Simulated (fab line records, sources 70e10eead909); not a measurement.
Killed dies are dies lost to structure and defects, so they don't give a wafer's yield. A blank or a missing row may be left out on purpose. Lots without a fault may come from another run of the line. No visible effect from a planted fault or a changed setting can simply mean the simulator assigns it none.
Chamber matching :: flow nandHarc :: NHARC_A_CHANNEL_FILL_D2_ALD_16 on aldHk-02: 4 sister chambers
The step deposits SiO2, target thk 1.5 nm, pulse time 10 s, ald cycles 15. 20 wafers are shown with their chamber, then 10 later ones without.

== WAFERS WITH THEIR CHAMBER ==
wafer: L080.4
chamber: 3
heaterPowerW (W): 445
precursorPulseHeightRel: 0.987

wafer: L080.5
chamber: 1
heaterPowerW (W): 479
precursorPulseHeightRel: 0.993

wafer: L080.6
chamber: 0
heaterPowerW (W): 501
precursorPulseHeightRel: 0.983

wafer: L081.2
chamber: 1
heaterPowerW (W): 470
precursorPulseHeightRel: 1.000

wafer: L081.5
chamber: 0
heaterPowerW (W): 496
precursorPulseHeightRel: 1.029

wafer: L081.6
chamber: 1
heaterPowerW (W): 467
precursorPulseHeightRel: 0.976

wafer: L086.3
chamber: 2
heaterPowerW (W): 521
precursorPulseHeightRel: 1.014

wafer: L086.4
chamber: 0
heaterPowerW (W): 493
precursorPulseHeightRel: 1.023

wafer: L086.5
chamber: 2
heaterPowerW (W): 521
precursorPulseHeightRel: 1.037

wafer: L087.2
chamber: 3
heaterPowerW (W): 451
precursorPulseHeightRel: 0.978

wafer: L087.4
chamber: 1
heaterPowerW (W): 466
precursorPulseHeightRel: 0.983

wafer: L087.5
chamber: 0
heaterPowerW (W): 493
precursorPulseHeightRel: 0.965

wafer: L089.1
chamber: 0
heaterPowerW (W): 500
precursorPulseHeightRel: 0.974

wafer: L089.2
chamber: 2
heaterPowerW (W): 525
precursorPulseHeightRel: 0.993

wafer: L089.3
chamber: 1
heaterPowerW (W): 472
precursorPulseHeightRel: 1.028

wafer: L090.1
chamber: 2
heaterPowerW (W): 511
precursorPulseHeightRel: 1.003

wafer: L090.5
chamber: 3
heaterPowerW (W): 443
precursorPulseHeightRel: 1.028

wafer: L090.6
chamber: 0
heaterPowerW (W): 495
precursorPulseHeightRel: 1.016

wafer: L091.3
chamber: 1
heaterPowerW (W): 456
precursorPulseHeightRel: 1.005

wafer: L091.4
chamber: 2
heaterPowerW (W): 508
precursorPulseHeightRel: 0.991

SIGNATURES (averages over the wafers above)
reading: heaterPowerW
chamber 0: 496.33
chamber 1: 468.33
chamber 2: 517.20
chamber 3: 446.33
scatter within a chamber: 6.1

reading: precursorPulseHeightRel
chamber 0: 0.99833
chamber 1: 0.99750
chamber 2: 1.00760
chamber 3: 0.99767
scatter within a chamber: 0.0228
Rule: distance of a wafer from a chamber = root of the sum over the readings of ((wafer's reading minus chamber's mean) / reading's scatter) squared. The wafer belongs to the nearest chamber; if the next one is less than 2 further off, it can't be placed. The scatter is the square root of a quotient: the sum, over the shown wafers, of each reading's squared deviation from its chamber's mean, divided by wafers minus chambers.

== WAFERS WHOSE CHAMBER IS MISSING ==
wafer: L091.6
heaterPowerW (W): 521
precursorPulseHeightRel: 1.029

wafer: L093.3
heaterPowerW (W): 519
precursorPulseHeightRel: 0.992

wafer: L093.5
heaterPowerW (W): 497
precursorPulseHeightRel: 1.010

wafer: L093.6
heaterPowerW (W): 451
precursorPulseHeightRel: 1.001

wafer: L094.4
heaterPowerW (W): 450
precursorPulseHeightRel: 0.999

wafer: L094.5
heaterPowerW (W): 536
precursorPulseHeightRel: 1.016

wafer: L094.6
heaterPowerW (W): 456
precursorPulseHeightRel: 1.020

wafer: L095.1
heaterPowerW (W): 504
precursorPulseHeightRel: 0.982

wafer: L095.2
heaterPowerW (W): 472
precursorPulseHeightRel: 0.988

wafer: L095.5
heaterPowerW (W): 472
precursorPulseHeightRel: 0.960

== EACH ONE'S CHAMBER ==
wafer: L091.6
from the rows above: 2
in truth: 2

wafer: L093.3
from the rows above: 2
in truth: 2

wafer: L093.5
from the rows above: 0
in truth: 0

wafer: L093.6
from the rows above: 3
in truth: 3

wafer: L094.4
from the rows above: 3
in truth: 3

wafer: L094.5
from the rows above: 2
in truth: 2

wafer: L094.6
from the rows above: can't be placed: 3 or 1
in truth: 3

wafer: L095.1
from the rows above: can't be placed: 0 or 2
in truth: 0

wafer: L095.2
from the rows above: 1
in truth: 1

wafer: L095.5
from the rows above: 1
in truth: 1
Correct placement for 8 of the 10. From these rows, 2 cannot be placed; in 2 the true chamber is one of the candidates. Number placed wrongly: 0.
